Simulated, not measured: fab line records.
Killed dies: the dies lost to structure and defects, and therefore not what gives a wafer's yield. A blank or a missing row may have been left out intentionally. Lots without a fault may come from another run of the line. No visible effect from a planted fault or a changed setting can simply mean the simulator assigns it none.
Matching of chambers | flow n5_finfet | N5_MOL_CONTACT_COAG_ETCH_90 on rie_diel-01 has 4 sister chambers
The step etches SiARC in CF4, target depth 13 nm, time 21.7 s. 4 wafers are shown with their chamber, then 8 later ones without.

== EACH WAFER AND ITS CHAMBER ==
wafer  | chamber | showerhead_plenum_p_Torr (Torr)
L088.2 | 3       | 2.16
L088.4 | 2       | 2.04
L088.6 | 0       | 2.18
L091.1 | 1       | 2.21

== WAFERS WITHOUT THEIR CHAMBER ==
wafer  | showerhead_plenum_p_Torr (Torr)
L091.2 | 2.04
L091.6 | 2.04
L093.2 | 2.18
L093.4 | 2.18
L093.5 | 2.15
L096.1 | 2.15
L096.2 | 2.29
L096.3 | 2.18

== CHAMBER TAKEN BY EACH ==
wafer  | from the rows above          | in truth
L091.2 | 2                            | 2
L091.6 | 2                            | 2
L093.2 | can't be placed: 0 or 3 or 1 | 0
L093.4 | can't be placed: 0 or 3 or 1 | 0
L093.5 | can't be placed: 3 or 0 or 1 | 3
L096.1 | can't be placed: 3 or 0 or 1 | 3
L096.2 | can't be placed: 1 or 0 or 3 | 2
L096.3 | can't be placed: 0 or 3 or 1 | 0
Correct placement for 2 of the 8. From these rows, 6 cannot be placed; in 5 the true chamber is one of the candidates. Number placed wrongly: 0.
How it was worked out, from the rows above alone: a wafer's distance from a chamber is the root of the sum, over the readings, of the square of ((its reading less the chamber's mean) divided by the reading's scatter). The wafer belongs to the nearest chamber; if the next one is less than 2 further off, it can't be placed. The mean given for a chamber averages the wafers shown for that chamber. The scatter (one wafer shown for each chamber): square how far every hidden wafer sits from the nearest shown wafer, average those squares and take the square root.
